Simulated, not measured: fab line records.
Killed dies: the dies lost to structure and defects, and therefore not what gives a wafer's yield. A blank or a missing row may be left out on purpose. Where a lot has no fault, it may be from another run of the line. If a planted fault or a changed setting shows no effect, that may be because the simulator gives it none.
Problem report in the 8D (eight disciplines) form, filled by code	flow n5Finfet	the parts of the form that need people (team, actions taken, sign-off) are left out

1. THE PROBLEM
At N5_BEOL_M9_COAT_63, spinSpeedRpm averages 1460.0 rpm over 6 wafers from 2 lots, while fault-free wafers read 1499.9 rpm, standard deviation 0.87. That puts it -46 standard deviations away from the usual mean.
The step: time 60 s, resist thk 60 nm.
The first sign was on wafer L163.3 at day 14 07:46, on lithoTrack-05. The record has a number at this step for 12 wafers belonging to 4 lots. By rule, "out" or "out of limits" means more than 4 standard deviations away from the usual mean. Any other wafer with a number is counted as sound.

2. WHAT THIS IS AND IS NOT
question	is	is not
which readings at this step	spinSpeedRpm	plateTempC
which lots	L163, L165	L150, L166
which wafers of those lots	all that have a number	-
read on which tools	lithoTrack-05	lithoTrack-02
when	from day 14 07:46	up to then (3 sound wafers); but 3 sound wafers of L166 came after

3. SUSPECTS, AND WHAT RULES EACH OUT
Counting: any tool at a process step up to the reading is kept as a suspect provided that every lot that is out went through it and no sound lot did after the first of them.
- lithoTrack-05 at N5_BEOL_M9_COAT_63 (time 60 s, resist thk 60 nm): kept. It ran every lot that is out, first L163 (day 14 07:46), and no sound lot after that; its last sound lot up to then is L150 (day 9 19:28). On those wafers its own readings are out: spinSpeedRpm.
Remaining after the count: lithoTrack-05 at N5_BEOL_M9_COAT_63.

4. THE CAUSE (what the simulator had put in)
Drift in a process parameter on lithoTrack-05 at N5_BEOL_M9_COAT_63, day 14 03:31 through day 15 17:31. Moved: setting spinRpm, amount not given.
After counting, this tool was the only one left.

5. THE CHAIN OF EFFECTS, in route order
One row per reading whose mean, taken over the struck wafers that have a number, lies over 3 standard deviations from the usual. Scope: only readings with a usual standard deviation given in the record; hours: median across lots of the time from each lot's start at the first step in this table that gives one to its start at this step; sigmas: change in usual standard deviations.
hours	step	reading	usual	on struck wafers	change	sigmas
0	N5_BEOL_M9_COAT_63	spinSpeedRpm	1499.9 rpm	1460.0	-39.9	-46
Process steps it contains:
- N5_BEOL_M9_COAT_63: time 60 s, resist thk 60 nm.

6. WHAT WOULD HAVE CAUGHT IT SOONER
In this record no reading fell out of limits until day 14 07:46, 4 hours after the fault had begun at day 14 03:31.
